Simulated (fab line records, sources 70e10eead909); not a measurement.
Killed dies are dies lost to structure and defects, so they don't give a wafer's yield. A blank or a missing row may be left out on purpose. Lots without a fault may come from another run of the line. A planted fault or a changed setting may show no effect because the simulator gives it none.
A struck lot beside a sound one | flow nand_harc | 14 steps out of a route of 1302
Sound: wafers L236.2, L236.3, L236.5. Struck: wafers L234.1, L234.3, L234.6. The cause comes at the end.
At each step with rows: each side's tool, then ch and its chambers, then its first start. Under that, the readings that differ: sound wafers | struck wafers | difference of the means | sigmas: that difference in standard deviations of wafers without a fault.
alike: readings whose means differ by less than 2 such deviations, and words and numbers that are the same on both sides. not compared: withheld readings, readings that some wafer has no value for, bounds like >300 that may hide the same value, and numbers for which the record gives no deviation and whose values overlap.
The two part at a step that has a row with sigmas, a row that says differs or no value, or rows on one side only. Numbers that don't overlap but have no deviation are shown without sigmas and don't part them. A reading that every wafer of one side lacks parts them only if that side has two wafers or more.

first, 1 step without rows for these wafers: NHARC_A_ONON_D1_DEP_19 (target thk 1000 nm).
NHARC_A_ONON_D1_THK_MEAS_21: measures by ellipsometry.
  sound on film_metro-01, day 8 20:23; struck on film_metro-01, day 8 01:44
  alike: thk_nm
then, 1 step without rows for these wafers: NHARC_A_ONON_D1_DEP_22 (target thk 1000 nm).
NHARC_A_ONON_D1_THK_MEAS_24: measures by ellipsometry.
  sound on film_metro-02, day 8 20:57; struck on film_metro-02, day 8 02:18
  reading     | sound       | struck         | difference | sigmas
  thk_nm (nm) | 996 995 997 | 1017 1016 1017 | +21        | +2
then, 1 step without rows for these wafers: NHARC_A_ONON_D1_DEP_25 (target thk 1000 nm).
NHARC_A_ONON_D1_THK_MEAS_27: measures by ellipsometry.
  sound on film_metro-01, day 8 21:31; struck on film_metro-02, day 8 02:52
  alike: thk_nm
then, 1 step without rows for these wafers: NHARC_A_ONON_D1_DEP_28 (target thk 1000 nm).
NHARC_A_ONON_D1_THK_MEAS_30: measures by ellipsometry.
  sound on film_metro-01, day 8 22:05; struck on film_metro-02, day 8 03:26
  reading     | sound          | struck      | difference | sigmas
  thk_nm (nm) | 1016 1015 1016 | 987 988 990 | -27        | -3
NHARC_A_ONON_D1_DEP_33: deposits SiO2, target thk 200 nm.
  sound on pecvd-03 ch 0,2, day 8 22:08; struck on pecvd-01 ch 1,2, day 8 03:29
  reading                | sound          | struck         | difference | sigmas
  throttle_valve_pct (%) | 15.2 14.9 15.1 | 16.0 16.0 16.2 | +1.0       | +2
  alike: heater_power_w
NHARC_A_ONON_D1_THK_MEAS_34: measures by ellipsometry.
  sound on film_metro-02, day 8 22:33; struck on film_metro-02, day 8 03:54
  alike: thk_nm
NHARC_A_ONON_D1_INSPECT_32:
  sound on defect_inspect-02, day 8 22:37; struck on defect_inspect-02, day 8 03:59
  alike: raw_defect_count
NHARC_A_CHANNEL_HOLE_D1_DEP_00: deposits aC, target thk 3100 nm.
  sound on acl_dep-02 ch 0, day 8 23:25; struck on acl_dep-02 ch 0, day 8 15:36
  alike: throttle_valve_pct
NHARC_A_CHANNEL_HOLE_D1_DEP_01: deposits SiON, target thk 140 nm.
  sound on pecvd-02 ch 1,2, day 9 01:01; struck on pecvd-04 ch 0,2, day 8 17:37
  alike: heater_power_w
-- the record jumps here: 17 days lie between the struck wafers' starts before and after (it left off in module A_CHANNEL_HOLE_D1 and takes up again in module END, whose first step shown is number 1302 of the route) --
NHARC_END_SORT_01:
  the record has rows for the struck wafers here (prober-02 ch 0, day 26 01:32) and none for the sound ones

WHERE THEY PART
First at NHARC_A_ONON_D1_THK_MEAS_24; last, within this record, at NHARC_END_SORT_01.

WHY: what the simulator had put in
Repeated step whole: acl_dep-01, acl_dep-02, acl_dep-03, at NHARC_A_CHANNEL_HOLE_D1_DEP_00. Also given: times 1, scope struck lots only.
